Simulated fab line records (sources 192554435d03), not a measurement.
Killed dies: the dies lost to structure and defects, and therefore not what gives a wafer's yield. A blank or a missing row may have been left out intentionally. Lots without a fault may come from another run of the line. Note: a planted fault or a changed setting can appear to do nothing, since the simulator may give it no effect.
8D (eight disciplines) problem report, filled in by code -- flow n5-finfet -- the parts of the form that need people (team, actions taken, sign-off) are left out

1. PROBLEM STATEMENT
Mean of run-length-s at N5_BEOL_M1_CVD_47: 100.6 s across 4 wafers in 2 lots; on wafers with no fault it is 246.6 s (standard deviation 0.56). That is -99 or more standard deviations from the usual mean.
The step: deposits Co from CCTBA/H2, target thk 3 nm, time 223.8 s.
First observed at day 10 12:17: wafer L103.1, on cvd-co-02. At this step, 30 wafers from 10 lots have a number in the record. Rule for "out", or "out of limits": more than 4 standard deviations from the usual mean. Any other wafer with a number is counted as sound.

2. WHAT IT IS AND WHAT IT IS NOT
question,is,is not
which readings at this step,run-length-s,-
which lots,"L103, L108","L100, L102, L104, L106, L113, L996, L997, L999"
which wafers of those lots,"L103.1, L103.2, L108.2, L108.5","L103.6, L108.3"
read on which tools,cvd-co-02,cvd-co-01
when,from day 10 12:17,"up to then (16 sound wafers); but 10 sound wafers of L104, L106, L108, L113 came after"

3. THE SUSPECTS, EACH WITH WHAT RULES IT OUT
Counting: a tool at a process step up to the reading stays a suspect if it ran every lot that is out. Sound lots after the first of them don't rule it out here, since some wafers of a struck lot are sound.
- rie-diel-02 at N5_BEOL_M1_STRIP_36 (strips in N2/H2): kept. It ran every lot that is out, first L103 (day 10 09:02); its last sound lot up to then is L999 (day 9 13:41).
- pvd-sputter-01 at N5_BEOL_M1_DEGAS_44 (time 60 s): kept. It ran every lot that is out, first L103 (day 10 09:53); its last sound lot up to then is L102 (day 9 12:41).
- cvd-co-02 at N5_BEOL_M1_CVD_47 (deposits Co from CCTBA/H2, target thk 3 nm, time 223.8 s): kept. It ran every lot that is out, first L103 (day 10 12:17); its last sound lot up to then is L102 (day 9 13:14). On those wafers its own readings are out: run-length-s.
Left after counting: rie-diel-02 at N5_BEOL_M1_STRIP_36, pvd-sputter-01 at N5_BEOL_M1_DEGAS_44, cvd-co-02 at N5_BEOL_M1_CVD_47.

4. THE CAUSE (what the simulator had put in)
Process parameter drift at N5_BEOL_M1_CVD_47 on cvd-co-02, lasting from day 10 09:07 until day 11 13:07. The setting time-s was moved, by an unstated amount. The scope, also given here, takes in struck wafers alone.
3 suspects survive the count, and this tool is in that group.

5. SEQUENCE OF EFFECTS, ordered by route
Rows list readings where the struck wafers' mean (over those with a number) sits beyond 3 standard deviations from the usual. Readings are gone through only where the record gives a usual standard deviation; hours: the median, over the lots, of the time from a lot's start at the first step in this table giving one to that lot's start at this step; sigmas: the change measured in usual standard deviations.
hours,step,reading,usual,on struck wafers,change,sigmas
0,N5_BEOL_M1_CVD_47,run-length-s,246.6 s,100.6,-146.0,-99 or more
It contains these process steps:
- N5_BEOL_M1_CVD_47: deposits Co from CCTBA/H2, target thk 3 nm, time 223.8 s.
Later steps that measure or inspect, where all struck wafers having a row at the step show a number for every such reading and not one has moved that far: N5_BEOL_M4_RC_MEAS_101.

6. WHAT WOULD HAVE CAUGHT IT SOONER
First out-of-limits reading in this record: day 10 12:17, which is 3 hours after fault onset at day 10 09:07.
